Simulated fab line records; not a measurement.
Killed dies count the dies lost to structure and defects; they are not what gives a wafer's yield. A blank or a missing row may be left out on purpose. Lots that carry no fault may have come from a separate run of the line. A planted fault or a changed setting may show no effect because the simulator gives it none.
The tool behind it: which one? | flow nand harc | Sampling: 6 lots, 18 wafers, 5 of 1302 route steps

== WHAT THE GAUGES READ, wafer by wafer ==
NHARC_END_SORT_01.
lot  | measured     | on        | defect limited yield (%)
L411 | day 32 06:57 | prober-01 | 91.0 92.8 82.1
L414 | day 33 02:23 | prober-01 | 89.5 89.4 91.1

== EACH LOT AND THE TOOL THAT RAN IT (in order: tool; ch and the chambers of the sampled wafers; start) ==
lot  | NHARC_P_M1_PRE_CLEAN_30      | NHARC_A_BONDPAD_STRIP_15           | NHARC_A_BONDPAD_CMP_19        | NHARC_THIN_TSV_ANNEAL_52
L395 | pvd sputter-03, day 6 20:26  | rie diel-13 ch 0,2, day 25 03:23   | cmp-02 ch 0,2, day 25 05:04   | rtp anneal-01 ch 0, day 25 22:28
L400 | pvd sputter-02, day 9 04:36  | rie diel-08 ch 0,1,3, day 25 23:13 | cmp-04 ch 2,3, day 26 00:53   | rtp anneal-02 ch 0, day 26 18:43
L403 | pvd sputter-02, day 10 09:18 | rie diel-13 ch 1,2,3, day 27 12:29 | cmp-01 ch 0,1,2, day 27 14:23 | rtp anneal-02 ch 0, day 28 09:20
L411 | pvd sputter-02, day 13 05:19 | rie diel-13 ch 0,1, day 31 03:10   | cmp-01 ch 0,3, day 31 04:49   | rtp anneal-02 ch 0, day 31 20:32
L414 | pvd sputter-03, day 14 11:16 | rie diel-10 ch 0,3, day 31 08:26   | cmp-01 ch 0,1,3, day 31 10:04 | rtp anneal-01 ch 0, day 32 07:53
L417 | pvd sputter-01, day 15 22:55 | rie diel-08 ch 0,1,2, day 33 00:43 | cmp-02 ch 0,2, day 33 02:22   | rtp anneal-01 ch 0, day 33 18:11
- NHARC_P_M1_PRE_CLEAN_30: time 30 s.
- NHARC_A_BONDPAD_STRIP_15: strips in O2.
- NHARC_A_BONDPAD_CMP_19: polishes, t overpolish 30 s, cu recess touch 16 s, target thk 169.82 nm.
- NHARC_THIN_TSV_ANNEAL_52: time 90 s.

== THE ANSWER, worked out from the rows above alone ==
Rule: the lots themselves supply what counts as usual. Put in order of their means at a reading, lots are off if they are a third of the lots or fewer, leave a main group of 4 or more, and stand apart from it by a gap of 3 or more times the standard deviation of the main group's means; of several such gaps the widest counts. If all means in a main group match to the digits the tables above print for the reading, that group is not used. A lot without any number at a reading at which 4 lots or more have one is off too. All remaining lots with rows at the step are treated as sound.
Across all readings shown, no lot is off: no conclusion can be drawn from this.

== WHAT THE SIMULATOR PUT IN ==
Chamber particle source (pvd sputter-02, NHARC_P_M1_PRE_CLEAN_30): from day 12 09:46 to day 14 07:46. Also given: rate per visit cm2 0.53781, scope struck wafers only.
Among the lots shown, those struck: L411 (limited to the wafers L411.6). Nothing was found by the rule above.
